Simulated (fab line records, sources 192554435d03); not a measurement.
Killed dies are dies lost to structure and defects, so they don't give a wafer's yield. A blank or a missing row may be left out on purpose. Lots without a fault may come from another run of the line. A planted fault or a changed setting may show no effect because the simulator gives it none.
Split-lot experiment | flow n5_finfet | 7 lots, 21 wafers read, on a route of 1938 steps

THE SPLIT
At N5_BEOL_M3_EXPOSE_08 (exposes mask M3), the setting dose_mj was moved away from the recipe's 33 on 8 of the 21 wafers read, by -5.4% to +4.8%. The other wafers ran this setting at the recipe's value.

FROM THE SPLIT TO THE READING: what the file shows between them, 9 steps
- N5_BEOL_M3_PEB_09: peb time 60 s
- N5_BEOL_M3_DEVELOP_10: develop time 30 s
- N5_BEOL_M3_DESCUM_16: chemistry O2, time 7 s
- N5_BEOL_M3_ETCH_74: etches underlayer in N2/H2, target depth 6.5 nm, time 5.2 s
- N5_BEOL_M3_ETCH_63: etches SiARC in CF4, target depth 15.6 nm, time 26 s
- N5_BEOL_M3_ETCH_64: etches SOC in N2/H2, target depth 75 nm, overetch 15 nm, time 112.5 s
- N5_BEOL_M3_STRIP_65: strips in N2/H2
- N5_BEOL_M3_HM_OPEN_17: chemistry Cl2/BCl3, target TiN, target depth 20 nm, overetch 6 nm
- N5_BEOL_M3_STRIP_19: strips in O2

THE READING
cd_nm, in nm, at N5_BEOL_M3_CD_MEAS_18 (pitch 36 nm, target cd 18 nm). Fault-free wafers of this fab line usually give 18.1 nm, standard deviation 0.43 nm.

wafer  | tool, chamber at the split | dose_mj as run | against the recipe | cd_nm, nm | against lot-mates on the recipe
L074.1 | euv_scanner-01, 0          | 33             | recipe             | 18.4      | -
L074.4 | euv_scanner-01, 0          | 34.59          | +4.8%              | 19.7      | +1.3
L074.5 | euv_scanner-01, 0          | 34.59          | +4.8%              | 19.4      | +1.0
L077.2 | euv_scanner-02, 0          | 33             | recipe             | 18.5      | -
L077.3 | euv_scanner-02, 0          | 33             | recipe             | 18.6      | -
L077.4 | euv_scanner-02, 0          | 33             | recipe             | 17.9      | -
L084.1 | euv_scanner-02, 0          | 33             | recipe             | 18.2      | -
L084.2 | euv_scanner-02, 0          | 33             | recipe             | 17.8      | -
L084.5 | euv_scanner-02, 0          | 31.77          | -3.7%              | 17.6      | -0.4
L085.1 | euv_scanner-02, 0          | 31.21          | -5.4%              | 16.6      | -1.8
L085.2 | euv_scanner-02, 0          | 31.21          | -5.4%              | 17.1      | -1.3
L085.4 | euv_scanner-02, 0          | 33             | recipe             | 18.4      | -
L086.1 | euv_scanner-01, 0          | 34.51          | +4.6%              | 18.8      | +1.2
L086.3 | euv_scanner-01, 0          | 33             | recipe             | 17.5      | -
L086.6 | euv_scanner-01, 0          | 33             | recipe             | 17.6      | -
L087.1 | euv_scanner-02, 0          | 33             | recipe             | 18.4      | -
L087.2 | euv_scanner-02, 0          | 34.17          | +3.5%              | 19.0      | +0.7
L087.5 | euv_scanner-02, 0          | 33             | recipe             | 18.2      | -
L093.3 | euv_scanner-02, 0          | 33             | recipe             | 17.6      | -
L093.4 | euv_scanner-02, 0          | 34.55          | +4.7%              | 18.8      | +1.3
L093.6 | euv_scanner-02, 0          | 33             | recipe             | 17.4      | -

THE FIT
A straight line over all 21 wafers: cd_nm changes by +0.224 nm for each +1% of dose_mj; r = +0.86; the points scatter about the line by 0.4 nm.
The same after taking each lot's own level away (the mean of its wafers on the recipe; 21 wafers): +0.25 nm for each +1%; r = +0.96; scatter 0.23 nm.
On that fit, the largest move of dose_mj shifts the reading by 1.4 nm.
The lots' own levels span 17.50 to 18.40 nm, that is 2.1 times the standard deviation above.
So the lot-to-lot level changes the slope: the two fits differ.
Check: with one of the wafers moved furthest among these (-5.4%) left out of the fit, the line predicts -1.21 nm for it against its lot-mates. It came out at -1.8 nm against them.

THE WHOLE CHAIN: every reading that the file lists as answering this split, in the file's order
step                  | what it does                                                | reading                                                               | change (the file's fit)               | r (the file's)
N5_BEOL_M3_ETCH_74    | etches underlayer in N2/H2, target depth 6.5 nm, time 5.2 s | BEOL_M3.cd_offset_nm (the simulator's own value, which no gauge read) | +0.213 nm for each +1% of the setting | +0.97
N5_BEOL_M3_ETCH_63    | etches SiARC in CF4, target depth 15.6 nm, time 26 s        | BEOL_M3.cd_offset_nm (the simulator's own value, which no gauge read) | +0.193 nm for each +1% of the setting | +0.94
N5_BEOL_M3_CD_MEAS_18 | pitch 36 nm, target cd 18 nm                                | cd_nm                                                                 | +0.238 nm for each +1% of the setting | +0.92

THE FILE'S OWN FIT
cd_nm changes by +0.238 nm for each +1% of dose_mj, r = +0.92.
